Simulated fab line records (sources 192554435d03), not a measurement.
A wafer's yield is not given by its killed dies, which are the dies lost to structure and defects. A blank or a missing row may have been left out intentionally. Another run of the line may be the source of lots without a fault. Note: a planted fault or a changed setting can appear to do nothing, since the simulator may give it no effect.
Chamber matching    flow n5 finfet    N5_BEOL_M2_ETCH_70 on rie diel-01 has 4 sister chambers
The step etches SOC in N2/H2, target depth 80 nm, overetch 24 nm, time 130 s. 24 wafers are shown with their chamber, then 12 later ones without.

WAFERS PAIRED WITH THEIR CHAMBERS
wafer   chamber  drypump motor current A (A)  showerhead plenum p Torr (Torr)  throttle valve pct (%)
L074.1  0        6.0                          2.41                             18.15
L074.2  3        5.7                          2.56                             18.13
L074.3  2        5.2                          2.59                             17.50
L075.1  2        5.2                          2.59                             17.49
L075.4  0        6.0                          2.41                             18.17
L075.6  2        5.2                          2.59                             17.49
L076.3  3        5.7                          2.56                             18.14
L076.4  1        5.7                          2.72                             18.10
L076.5  2        5.2                          2.59                             17.52
L079.1  2        5.2                          2.58                             17.53
L079.2  3        5.7                          2.55                             18.14
L079.3  0        6.1                          2.41                             18.20
L078.2  3        5.7                          2.55                             18.14
L078.4  0        6.1                          2.41                             18.17
L078.5  0        6.0                          2.41                             18.18
L081.2  0        6.0                          2.40                             18.19
L081.3  1        5.7                          2.72                             18.12
L081.5  3        5.7                          2.55                             18.16
L083.1  1        5.7                          2.71                             18.12
L083.3  2        5.2                          2.58                             17.56
L083.4  0        6.1                          2.40                             18.21
L084.1  3        5.7                          2.55                             18.16
L084.4  1        5.7                          2.71                             18.13
L084.6  2        5.2                          2.58                             17.55

SIGNATURES, as means of the wafers listed above
reading                   chamber 0  chamber 1  chamber 2  chamber 3  scatter within a chamber
drypump motor current A   6.043      5.700      5.200      5.700      0.0293
showerhead plenum p Torr  2.4071     2.7150     2.5857     2.5533     0.00523
throttle valve pct        18.1814    18.1175    17.5200    18.1450    0.0206
Rule: a wafer's distance from a chamber is the root of the sum, over the readings, of the square of ((its reading less the chamber's mean) divided by the reading's scatter). If the next closest chamber is less than 2 further off than the closest, the wafer can't be placed; otherwise it belongs to the closest. The scatter is the square root of a quotient: the sum, over the shown wafers, of each reading's squared deviation from its chamber's mean, divided by wafers minus chambers.

WAFERS WITH NO CHAMBER GIVEN
wafer   drypump motor current A (A)  showerhead plenum p Torr (Torr)  throttle valve pct (%)
L089.2  5.7                          2.71                             18.15
L089.4  6.0                          2.72                             17.68
L089.5  6.1                          2.72                             17.68
L094.2  5.7                          2.70                             18.17
L094.3  5.7                          2.54                             18.22
L094.5  5.7                          2.70                             18.16
L095.1  5.2                          2.56                             17.59
L095.4  6.0                          2.72                             17.71
L095.6  5.2                          2.56                             17.59
L096.1  6.1                          2.71                             17.71
L096.4  5.7                          2.54                             18.23
L096.6  5.7                          2.54                             18.22

THE CHAMBER EACH PASSED THROUGH
wafer    from the rows above   in truth
L089.2   1                     1
L089.4   1                     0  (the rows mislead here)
L089.5   1                     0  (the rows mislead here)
L094.2   1                     1
L094.3   3                     3
L094.5   1                     1
L095.1   2                     2
L095.4   1                     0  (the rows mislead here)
L095.6   2                     2
L096.1   1                     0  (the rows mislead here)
L096.4   3                     3
L096.6   3                     3
Correctly placed: 8 of 12. Number that these rows cannot place: 0. Wrongly placed: 4.
